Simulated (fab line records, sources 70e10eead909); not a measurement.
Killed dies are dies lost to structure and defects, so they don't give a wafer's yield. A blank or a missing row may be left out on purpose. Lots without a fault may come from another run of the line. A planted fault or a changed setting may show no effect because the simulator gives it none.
A struck lot beside a sound one | flow nand_harc | 13 steps out of a route of 1302
Sound: wafers L873.1, L873.2, L873.4. Struck: wafer L876.6. (L876.4 of the same lot was not struck and is left out.) The cause comes at the end.
At each step with rows: each side's tool, then ch and its chambers, then its first start. Under that, the readings that differ: sound wafers | struck wafers | difference of the means | sigmas: that difference in standard deviations of wafers without a fault.
alike: readings whose means differ by less than 2 such deviations, and words and numbers that are the same on both sides. not compared: withheld readings, readings that some wafer has no value for, bounds like >300 that may hide the same value, and numbers for which the record gives no deviation and whose values overlap.
The two part at a step that has a row with sigmas, a row that says differs or no value, or rows on one side only. Numbers that don't overlap but have no deviation are shown without sigmas and don't part them. A reading that every wafer of one side lacks parts them only if that side has two wafers or more.

first, 1 step without rows for these wafers: NHARC_P_CONTACT_ETCH_36 (etches the open film in N2/H2, target depth 260 nm, time 406.25 s).
NHARC_P_CONTACT_ETCH_18: etches the open film in C4F8/O2/Ar, target depth 481 nm, time 240.5 s.
  sound on rie_diel-08 ch 1,2; struck on rie_diel-08 ch 2
  reading      | sound       | struck | difference | sigmas
  rf_vpp_V (V) | 981 988 985 | 978    | -7         | -2
  alike: bias_w, chamber_pressure_mTorr, oes_product_au
  not compared: rf_hours_counter_h
then, 1 step without rows for these wafers: NHARC_P_CONTACT_STRIP_37 (strips in C4F8/O2/Ar).
NHARC_P_CONTACT_ETCH_31: etches the open film in CH3F/O2, target depth 30 nm, time 85.7 s.
  sound on rie_diel-08 ch 1,2; struck on rie_diel-08 ch 2
  alike: bias_w, ch3f_flow_sccm, chamber_pressure_mTorr, drypump_motor_current_A, oes_product_au, rf_vpp_V, showerhead_plenum_p_Torr, throttle_valve_pct
  not compared: rf_hours_counter_h
NHARC_P_CONTACT_CD_MEAS_19:
  sound on cd_sem-02, day 10 11:54; struck on cd_sem-01, day 12 05:26
  reading    | sound          | struck | difference | sigmas
  cd_nm (nm) | 89.1 92.2 88.5 | 93.4   | +3.5       | +2
NHARC_P_CONTACT_STRIP_28: strips in O2.
  sound on rie_diel-10 ch 0,3, day 10 11:59; struck on rie_diel-13 ch 0, day 12 05:32
  reading                     | sound       | struck | difference | sigmas
  drypump_motor_current_A (A) | 5.1 6.1 5.1 | 6.5    | +1.1       | +2
  alike: chamber_pressure_mTorr, oes_product_au, rf_vpp_V, showerhead_plenum_p_Torr, throttle_valve_pct
  not compared: rf_hours_counter_h
then, 4 steps without rows for these wafers: NHARC_P_CONTACT_STRIP_29 (strips in post etch residue remover, time 1200 s); NHARC_P_CONTACT_DEGAS_38 (time 60 s); NHARC_P_CONTACT_PRE_CLEAN_39 (time 19.5 s); NHARC_P_CONTACT_PVD_32 (deposits Ti, target thk 5 nm, time 17.7 s).
NHARC_P_CONTACT_ALD_22: deposits TiN, target thk 3 nm, pulse time 1 s, ald cycles 150.
  sound on ald_metal-04 ch 0,3, day 10 12:58; struck on ald_metal-04 ch 0, day 12 06:25
  alike: heater_power_w, precursor_pulse_height_rel
NHARC_P_CONTACT_CVD_23: deposits W, target thk 200 nm, time 557 s.
  sound on cvd_w-02 ch 0,1; struck on cvd_w-01 ch 1
  alike: heater_power_w, mfc_h2_sccm, throttle_valve_pct
NHARC_P_CONTACT_CMP_24: polishes, t overpolish 30 s, target thk 200 nm.
  sound on cmp-02 ch 0,1,2, day 10 13:50; struck on cmp-04 ch 0, day 12 07:14
  reading                | sound          | struck | difference | sigmas
  time_to_endpoint_s (s) | 39.6 39.2 35.8 | 15.8   | -22.4      | -11
  alike: motor_current_A, overpolish_run_s

WHERE THEY PART
First at NHARC_P_CONTACT_ETCH_18; last, within this record, at NHARC_P_CONTACT_CMP_24.

WHY: what the simulator had put in
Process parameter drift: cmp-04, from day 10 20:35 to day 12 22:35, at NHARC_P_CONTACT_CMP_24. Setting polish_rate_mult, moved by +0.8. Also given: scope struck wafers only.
